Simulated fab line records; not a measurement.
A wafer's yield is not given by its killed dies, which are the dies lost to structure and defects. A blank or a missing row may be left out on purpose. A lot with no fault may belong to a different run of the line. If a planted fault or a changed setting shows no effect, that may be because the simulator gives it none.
What tool caused it?    flow nand-harc    72 wafers from 24 lots sampled at 6 of the route's 1159 steps

## WHAT THE GAUGES READ, wafer by wafer
NHARC_P_M1_OVL_MEAS_10: pitch 260 nm. Usual: overlay-x-nm 0.0 nm, standard deviation 0.96; overlay-y-nm 0.1 nm, standard deviation 0.81.
lot   measured      on          overlay-x-nm (nm)  overlay-y-nm (nm)  flag
L075  day 6 10:50   overlay-02  1.4 1.9 1.8        -0.1 0.1 -0.2      
L074  day 6 11:32   overlay-01  -0.2 0.2 -0.2      0.1 -0.2 -0.4      
L076  day 6 12:09   overlay-02  -1.6 -1.2 -1.6     -0.2 0.3 0.0       
L077  day 6 18:23   overlay-01  -0.1 -0.1 0.1      1.6 1.4 2.0        
L078  day 7 06:37   overlay-01  0.8 0.2 0.9        0.0 -0.2 -0.1      
L079  day 7 12:01   overlay-02  0.5 0.6 0.4        -0.4 0.1 0.2       
L080  day 7 14:53   overlay-01  -0.3 0.3 0.3       -0.9 -1.0 0.0      
L081  day 7 17:22   overlay-02  -1.7 -1.5 -2.0     0.1 0.6 0.2        
L082  day 7 23:52   overlay-02  -0.1 0.4 0.1       -0.2 0.5 -0.1      
L083  day 8 12:22   overlay-01  -1.8 -1.9 -1.9     -0.4 0.0 -0.3      
L084  day 8 12:34   overlay-02  0.1 0.9 0.1        -0.4 -0.9 0.0      
L088  day 9 06:44   overlay-01  0.3 0.3 -0.4       -1.5 -1.4 -2.1     
L087  day 9 10:01   overlay-02  0.2 0.1 0.0        -0.4 -0.2 -0.1     
L085  day 9 10:46   overlay-01  -0.2 0.0 0.0       0.8 0.4 0.4        
L086  day 10 00:05  overlay-01  0.2 0.1 1.0        -0.6 -0.9 -1.0     
L090  day 10 01:17  overlay-01  -0.7 -0.6 0.0      0.0 0.2 0.3        
L089  day 10 02:14  overlay-01  0.9 1.1 1.2        -0.6 0.4 0.3       
L091  day 10 09:57  overlay-01  -1.0 -0.4 -0.2     0.8 1.8 1.5        
L094  day 10 16:29  overlay-02  0.0 -0.1 -0.5      0.0 -0.9 -0.3      
L092  day 10 17:04  overlay-01  0.2 0.3 0.0        1.1 1.0 1.1        
L093  day 10 18:48  overlay-02  -1.9 -1.4 -2.1     -0.8 -1.1 -1.1     
L095  day 11 08:17  overlay-02  1.4 1.5 1.5        0.6 0.0 0.6        
L097  day 11 11:24  overlay-01  -0.1 -0.7 -0.2     0.8 1.8 1.5        
L096  day 11 16:18  overlay-02  1.4 1.2 2.3        -0.1 0.0 -0.3      

NHARC_P_M1_INSPECT_27. Usual: raw-defect-count reads 307 (standard deviation 120).
lot   measured      on                 raw-defect-count  flag
L075  day 6 13:32   defect-inspect-01  153 348 140       
L074  day 6 14:14   defect-inspect-01  441 511 466       
L076  day 6 14:52   defect-inspect-02  300 211 336       
L077  day 6 21:05   defect-inspect-01  293 404 255       
L078  day 7 09:20   defect-inspect-02  283 153 223       
L079  day 7 14:41   defect-inspect-01  239 161 278       
L080  day 7 17:34   defect-inspect-01  178 179 215       
L081  day 7 20:05   defect-inspect-01  238 285 202       
L082  day 8 02:33   defect-inspect-01  283 407 249       
L083  day 8 15:02   defect-inspect-01  728 383 352       
L084  day 8 15:26   defect-inspect-01  391 258 372       
L088  day 9 09:25   defect-inspect-02  341 262 721       
L087  day 9 12:41   defect-inspect-02  670 434 386       
L085  day 9 13:26   defect-inspect-01  239 298 401       
L086  day 10 02:48  defect-inspect-02  175 343 394       
L090  day 10 03:59  defect-inspect-02  424 262 396       
L089  day 10 04:56  defect-inspect-01  231 193 201       
L091  day 10 12:39  defect-inspect-02  281 610 208       
L094  day 10 19:19  defect-inspect-02  171 217 266       
L092  day 10 19:52  defect-inspect-02  312 250 476       
L093  day 10 21:30  defect-inspect-02  201 259 245       
L095  day 11 10:59  defect-inspect-01  369 420 287       
L097  day 11 14:07  defect-inspect-01  238 273 150       
L096  day 11 18:59  defect-inspect-01  332 249 310       

## TOOL THAT RAN EACH LOT (tool first, then ch and the chambers of the sampled wafers, then the start)
lot   NHARC_P_M0_DEGAS_28           NHARC_P_M0_CMP_23              NHARC_P_M0_DEP_32                NHARC_P_M1_PRE_CLEAN_30
L075  pvd-sputter-02, day 6 07:35   cmp-03 ch 0,2,3, day 6 08:56   pecvd-02 ch 0,1, day 6 09:32     pvd-sputter-03, day 6 13:32 or earlier
L074  pvd-sputter-01, day 6 08:14   cmp-01 ch 1,2, day 6 09:18     pecvd-04 ch 0,2, day 6 09:58     pvd-sputter-01, day 6 14:14 or earlier
L076  pvd-sputter-01, day 6 09:02   cmp-04 ch 0,1,3, day 6 10:13   pecvd-03 ch 0,2, day 6 10:50     pvd-sputter-03, day 6 14:52 or earlier
L077  pvd-sputter-03, day 6 15:29   cmp-01 ch 0,1,3, day 6 16:34   pecvd-03 ch 0,2, day 6 17:14     pvd-sputter-02, day 6 21:05 or earlier
L078  pvd-sputter-03, day 7 03:22   cmp-04 ch 0,1,3, day 7 04:30   pecvd-02 ch 0,1,2, day 7 05:17   pvd-sputter-02, day 7 09:20 or earlier
L079  pvd-sputter-03, day 7 08:56   cmp-03 ch 0,1,3, day 7 10:05   pecvd-04 ch 0,1,2, day 7 10:47   pvd-sputter-02, day 7 14:41 or earlier
L080  pvd-sputter-03, day 7 11:40   cmp-03 ch 2,3, day 7 12:46     pecvd-03 ch 0,1, day 7 13:23     pvd-sputter-02, day 7 17:34 or earlier
L081  pvd-sputter-03, day 7 14:16   cmp-01 ch 2,3, day 7 15:23     pecvd-03 ch 0,1,2, day 7 16:03   pvd-sputter-01, day 7 20:05 or earlier
L082  pvd-sputter-01, day 7 20:40   cmp-03 ch 0,1,2, day 7 21:55   pecvd-02 ch 1,2, day 7 22:34     pvd-sputter-01, day 8 02:33 or earlier
L083  pvd-sputter-03, day 8 09:19   cmp-04 ch 0,2,3, day 8 10:25   pecvd-02 ch 0,1, day 8 11:02     pvd-sputter-01, day 8 15:02 or earlier
L084  pvd-sputter-02, day 8 09:32   cmp-01 ch 1,2,3, day 8 10:37   pecvd-04 ch 0,1, day 8 11:15     pvd-sputter-03, day 8 15:26 or earlier
L088  pvd-sputter-03, day 9 03:35   cmp-03 ch 1,2,3, day 9 04:44   pecvd-03 ch 0,1,2, day 9 05:29   pvd-sputter-03, day 9 09:25 or earlier
L087  pvd-sputter-02, day 9 06:53   cmp-01 ch 0,1,2, day 9 08:02   pecvd-03 ch 1,2, day 9 08:40     pvd-sputter-01, day 9 12:41 or earlier
L085  pvd-sputter-01, day 9 07:25   cmp-03 ch 0,3, day 9 08:31     pecvd-03 ch 0,1,2, day 9 09:29   pvd-sputter-02, day 9 13:26 or earlier
L086  pvd-sputter-01, day 9 21:02   cmp-04 ch 0,1,2, day 9 22:10   pecvd-03 ch 0,1, day 9 22:44     pvd-sputter-01, day 10 02:48 or earlier
L090  pvd-sputter-02, day 9 22:13   cmp-01 ch 1,2, day 9 23:23     pecvd-04 ch 0,1, day 9 23:59     pvd-sputter-03, day 10 03:59 or earlier
L089  pvd-sputter-03, day 9 22:49   cmp-03 ch 0,2,3, day 9 23:55   pecvd-03 ch 0,1,2, day 10 00:54  pvd-sputter-01, day 10 04:56 or earlier
L091  pvd-sputter-03, day 10 06:45  cmp-03 ch 2,3, day 10 08:01    pecvd-04 ch 0,2, day 10 08:42    pvd-sputter-03, day 10 12:39 or earlier
L094  pvd-sputter-01, day 10 13:27  cmp-01 ch 0,1,2, day 10 14:35  pecvd-02 ch 0,2, day 10 15:09    pvd-sputter-02, day 10 19:19 or earlier
L092  pvd-sputter-03, day 10 14:01  cmp-01 ch 0,2,3, day 10 15:08  pecvd-02 ch 0,2, day 10 15:45    pvd-sputter-01, day 10 19:52 or earlier
L093  pvd-sputter-02, day 10 15:44  cmp-01 ch 1,2, day 10 16:52    pecvd-02 ch 0,1,2, day 10 17:29  pvd-sputter-03, day 10 21:30 or earlier
L095  pvd-sputter-01, day 11 05:14  cmp-03 ch 1,3, day 11 06:19    pecvd-02 ch 0,1, day 11 06:56    pvd-sputter-01, day 11 10:59 or earlier
L097  pvd-sputter-02, day 11 08:29  cmp-03 ch 0,2,3, day 11 09:35  pecvd-04 ch 0,1, day 11 10:11    pvd-sputter-02, day 11 14:07 or earlier
L096  pvd-sputter-03, day 11 13:24  cmp-03 ch 0,2,3, day 11 14:30  pecvd-04 ch 0,1, day 11 15:05    pvd-sputter-02, day 11 18:59 or earlier
- NHARC_P_M0_DEGAS_28: time 60 s.
- NHARC_P_M0_CMP_23: polishes, t overpolish 20 s, target thk 117.53 nm.
- NHARC_P_M0_DEP_32: deposits SiCN, target thk 30 nm.
- NHARC_P_M1_PRE_CLEAN_30: time 30 s.

## AS READ BY THE TOOLS THEMSELVES (means over the sampled wafers that have a number; for cases with no such wafer, the mark the record gives instead)
NHARC_P_M0_DEGAS_28. Usual: heater-power-w reads 345 W (standard deviation 33).
lot   tool            heater-power-w (W)  flag
L075  pvd-sputter-02  346                 
L074  pvd-sputter-01  353                 
L076  pvd-sputter-01  379                 
L077  pvd-sputter-03  337                 
L078  pvd-sputter-03  328                 
L079  pvd-sputter-03  330                 
L080  pvd-sputter-03  319                 
L081  pvd-sputter-03  327                 
L082  pvd-sputter-01  361                 
L083  pvd-sputter-03  329                 
L084  pvd-sputter-02  365                 
L088  pvd-sputter-03  348                 
L087  pvd-sputter-02  392                 
L085  pvd-sputter-01  374                 
L086  pvd-sputter-01  374                 
L090  pvd-sputter-02  323                 
L089  pvd-sputter-03  322                 
L091  pvd-sputter-03  317                 
L094  pvd-sputter-01  388                 
L092  pvd-sputter-03  329                 
L093  pvd-sputter-02  385                 
L095  pvd-sputter-01  372                 
L097  pvd-sputter-02  366                 
L096  pvd-sputter-03  321                 

NHARC_P_M0_CMP_23. Usual: motor-current-A 12.0 A, standard deviation 0.65; time-to-endpoint-s 28.7 s, standard deviation 1.9.
lot   tool    motor-current-A (A)  time-to-endpoint-s (s)  flag
L075  cmp-03  12.3                 26.3                    
L074  cmp-01  12.1                 26.3                    
L076  cmp-04  12.8                 29.0                    
L077  cmp-01  12.0                 26.7                    
L078  cmp-04  12.3                 28.6                    
L079  cmp-03  12.5                 27.8                    
L080  cmp-03  12.0                 27.0                    
L081  cmp-01  12.2                 28.1                    
L082  cmp-03  11.9                 30.6                    
L083  cmp-04  12.0                 30.1                    
L084  cmp-01  12.3                 27.4                    
L088  cmp-03  11.5                 31.1                    
L087  cmp-01  12.2                 30.9                    
L085  cmp-03  12.4                 27.6                    
L086  cmp-04  12.5                 28.0                    
L090  cmp-01  11.9                 28.1                    
L089  cmp-03  12.0                 30.8                    
L091  cmp-03  12.1                 28.4                    
L094  cmp-01  12.2                 30.7                    
L092  cmp-01  12.2                 30.3                    
L093  cmp-01  12.2                 28.8                    
L095  cmp-03  12.0                 27.9                    
L097  cmp-03  12.4                 28.1                    
L096  cmp-03  12.3                 28.2                    

NHARC_P_M0_DEP_32. Usual: heater-power-w reads 613 W (standard deviation 73).
lot   tool      heater-power-w (W)  flag
L075  pecvd-02  700                 
L074  pecvd-04  537                 
L076  pecvd-03  577                 
L077  pecvd-03  553                 
L078  pecvd-02  641                 
L079  pecvd-04  595                 
L080  pecvd-03  706                 
L081  pecvd-03  599                 
L082  pecvd-02  614                 
L083  pecvd-02  633                 
L084  pecvd-04  546                 
L088  pecvd-03  633                 
L087  pecvd-03  649                 
L085  pecvd-03  611                 
L086  pecvd-03  659                 
L090  pecvd-04  544                 
L089  pecvd-03  634                 
L091  pecvd-04  595                 
L094  pecvd-02  613                 
L092  pecvd-02  637                 
L093  pecvd-02  625                 
L095  pecvd-02  669                 
L097  pecvd-04  599                 
L096  pecvd-04  568                 

NHARC_P_M1_PRE_CLEAN_30. Usual: heater-power-w reads 426 W (standard deviation 40).
lot   tool            heater-power-w (W)  flag
L075  pvd-sputter-03  384                 
L074  pvd-sputter-01  457                 
L076  pvd-sputter-03  406                 
L077  pvd-sputter-02  398                 
L078  pvd-sputter-02  434                 
L079  pvd-sputter-02  438                 
L080  pvd-sputter-02  430                 
L081  pvd-sputter-01  429                 
L082  pvd-sputter-01  431                 
L083  pvd-sputter-01  453                 
L084  pvd-sputter-03  400                 
L088  pvd-sputter-03  408                 
L087  pvd-sputter-01  448                 
L085  pvd-sputter-02  381                 
L086  pvd-sputter-01  432                 
L090  pvd-sputter-03  397                 
L089  pvd-sputter-01  461                 
L091  pvd-sputter-03  394                 
L094  pvd-sputter-02  438                 
L092  pvd-sputter-01  454                 
L093  pvd-sputter-03  401                 
L095  pvd-sputter-01  461                 
L097  pvd-sputter-02  442                 
L096  pvd-sputter-02  450                 

## THE ANSWER, worked out from the rows above alone
Rule: lot off if the mean of its wafers having a number is beyond 3 standard deviations from the usual mean. A lot without any number at a reading at which 4 lots or more have one is off too. All remaining lots with rows at the step are treated as sound. Order of review: gauges by route order, followed by the tools' own readings, for which a lot's mean as printed above is used. The first step at which some lot is off is used, and at that step the reading that is off furthest; a lot without a number counts as furthest.
None of the lots is off at any reading shown; this tells nothing.

## WHAT WAS PUT IN BY THE SIMULATOR
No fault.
